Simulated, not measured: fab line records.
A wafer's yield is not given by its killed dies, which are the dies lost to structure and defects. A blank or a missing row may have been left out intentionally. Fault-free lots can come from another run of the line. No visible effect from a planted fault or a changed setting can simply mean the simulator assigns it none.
A lot that was struck, set against a sound lot || flow n5 finfet || 35 out of 1938 route steps
Sound: wafers L470.1, L470.2, L470.5. Wafers L469.2, L469.4, L469.5 were the ones struck. The cause comes at the end.
Per side, at each step with rows, come the tool, then ch with its chambers, and then its first start. Under that, the readings that differ: sound wafers || struck wafers || difference of the means || sigmas: that difference in standard deviations of wafers without a fault.
alike: same words and numbers on both sides, and readings whose means sit less than 2 such deviations apart. not compared: any withheld reading, any reading some wafer has no value for, any bound like >300 that may hide the same value, and any number with overlapping values for which the record gives no deviation.
A row with sigmas, a row that says differs or no value, or rows on one side alone: a step with any of these is where the two part. Non-overlapping numbers with no deviation appear without sigmas and do not part them. A reading missing from all wafers of one side parts the sides only when that side holds two or more wafers.

first, 9 steps without rows for these wafers: N5_FIN_SAQP_PRECLEAN_42 (cleans in O3/DIW, time 60 s); N5_FIN_SAQP_PRECLEAN_00 (cleans in SC1, time 60 s); N5_FIN_SAQP_PRECLEAN_44 (cleans in SC2, time 45 s); N5_FIN_SAQP_SRD_01 (time 30 s); N5_FIN_SAQP_ALD_61 (deposits SiO2, target thk 4 nm, pulse time 1 s, purge time 2 s); N5_FIN_SAQP_DENSIFY_62 (time 60 s); N5_FIN_SAQP_HM_DEP_03 (deposits SiNx from SiH4/NH3/N2, target thk 38 nm, time 33.6 s); N5_FIN_SAQP_PECVD_47 (deposits a-Si from SiH4/He, target thk 45 nm, time 36.3 s); N5_FIN_SAQP_PECVD_48 (deposits SiNx from SiH4/NH3/N2, target thk 25 nm, time 22.1 s).
N5_FIN_SAQP_PECVD_06: deposits a-Si from SiH4/He, target thk 60 nm, time 48.1 s.
  sound on pecvd-04 ch 0,2, day 5 17:17; struck on pecvd-01 ch 0,2, day 5 10:51
{"reading": "model.a-Si_of_FIN_SAQP_PECVD_06.thk nm (nm)", "sound": "60.5 61.62 61.11", "struck": "34.03 35.48 35", "difference": -26.24, "sigmas": ""}
  alike: heater power w, showerhead plenum p Torr, throttle valve pct
N5_FIN_SAQP_THK_MEAS_07:
  sound on film metro-01 at day 5 17:22; struck on film metro-02 at day 5 10:56
{"reading": "thk nm (nm)", "sound": "60.5 61.6 61.1", "struck": "34.0 35.5 35.0", "difference": -26.2, "sigmas": -34}
then, 15 steps without rows for these wafers: N5_FIN_SAQP_HM_DEP_72 (deposits SiO2 from SiH4/N2O, target thk 12 nm, time 7.2 s); N5_FIN_SAQP_COAT_49 (time 60 s, resist thk 100 nm); N5_FIN_SAQP_COAT_50 (time 60 s, resist thk 35 nm); N5_FIN_SAQP_COAT_10 (resist thk 90 nm); N5_FIN_SAQP_EBR_12; N5_FIN_SAQP_SOFTBAKE_11 (time 60 s); N5_FIN_SAQP_EXPOSE_13 (exposes mask FIN CORE, target cd 35.6 nm); N5_FIN_SAQP_PEB_14 (peb time 60 s); N5_FIN_SAQP_DEVELOP_15 (develop time 30 s); N5_FIN_SAQP_DESCUM_21 (chemistry O2, time 7.9 s); N5_FIN_SAQP_ETCH_51 (etches SiARC in CF4, target depth 45.5 nm, time 75.8 s); N5_FIN_SAQP_ETCH_52 (etches SOC in N2/H2, target depth 100 nm, overetch 20 nm, time 150 s); N5_FIN_SAQP_STRIP_53 (strips in N2/H2); N5_FIN_SAQP_HM_OPEN_73 (chemistry CHF3/O2, target SiO2, stops on a-Si, target depth 12 nm, time 16.8 s); N5_FIN_SAQP_STRIP_74 (strips in CHF3/O2).
N5_FIN_SAQP_MANDREL_ETCH_22: etches a-Si in HBr/Cl2, stops on SiNx, target depth 60 nm, bt time 10 s, time 30 s.
  sound on rie si-04 ch 2,3, day 5 18:15; struck on rie si-05 ch 0,1,2, day 5 11:48
{"reading": "oes product au (a.u.)", "sound": "0.766 0.775 0.770", "struck": "0.592 0.589 0.569", "difference": -0.187, "sigmas": -12}
{"reading": "model.etch.depth nm (nm)", "sound": "60.5 61.62 61.11", "struck": "34 35.48 35", "difference": -26, "sigmas": ""}
  alike: drypump motor current A, throttle valve pct
  not compared: rf hours counter h
then, 5 steps without rows for these wafers: N5_FIN_SAQP_STRIP_55 (strips in N2/H2); N5_FIN_SAQP_STRIP_23 (strips in SPM, time 750 s); N5_FIN_SAQP_SRD_66 (time 30 s); N5_FIN_SAQP_RECESS_75 (chemistry HF/NH3, target SiO2, target depth 14.4 nm, afs cycles 3, sublimation time 60 s); N5_FIN_SAQP_SPACER1_ALD_24 (deposits SiO2, target thk 20.3 nm, pulse time 1 s, purge time 2 s).
N5_FIN_SAQP_SPACER1_ETCHBACK_25: etches SiO2 in CHF3/O2, target depth 24.4 nm, time 12.2 s.
  sound on rie diel-02 ch 0,1,2, day 5 20:19; struck on rie diel-01 ch 0,2,3, day 5 13:51
{"reading": "model.a-Si_of_FIN_SAQP_PECVD_06.thk nm (nm)", "sound": "59.6 60.8 60.2", "struck": "33 34.6 34", "difference": -26, "sigmas": ""}
  alike: drypump motor current A, mfc ar sccm, oes_f_703_au, oes product au, rf vpp V, showerhead plenum p Torr, throttle valve pct
  not compared: rf hours counter h
then, 1 step without rows for these wafers: N5_FIN_SAQP_MANDREL1_REMOVE_56 (chemistry HBr/Cl2/O2, target a-Si, stops on SiNx, bt time 10 s).
-- a jump in the record: the struck wafers' starts before and after are 7 days apart (it breaks off in module FIN_SAQP and resumes in module BEOL_M4, where the first step shown is number 1111 of the route) --
N5_BEOL_M4_RC_MEAS_101:
  sound on prober-01 ch 0, day 12 03:58; struck on prober-02 ch 0, day 12 05:01
{"reading": "IOFF_N (nA/um)", "sound": "0.18 0.21 0.19", "struck": "0.11 0.11 0.13", "difference": -0.08, "sigmas": -2}
{"reading": "IOFF_P (nA/um)", "sound": "0.25 0.28 0.26", "struck": "0.18 0.18 0.19", "difference": -0.08, "sigmas": -2}
{"reading": "VT_N (mV)", "sound": "247 244 250", "struck": "255 254 253", "difference": "+7", "sigmas": "+2"}
  alike: DIBL_N, DIBL_P, ION_N, ION_P, SS_N, SS_P, VT_P

WHERE THEY PART
At N5_FIN_SAQP_THK_MEAS_07 first; at N5_BEOL_M4_RC_MEAS_101 last (within this record only).

WHY: what the simulator had put in
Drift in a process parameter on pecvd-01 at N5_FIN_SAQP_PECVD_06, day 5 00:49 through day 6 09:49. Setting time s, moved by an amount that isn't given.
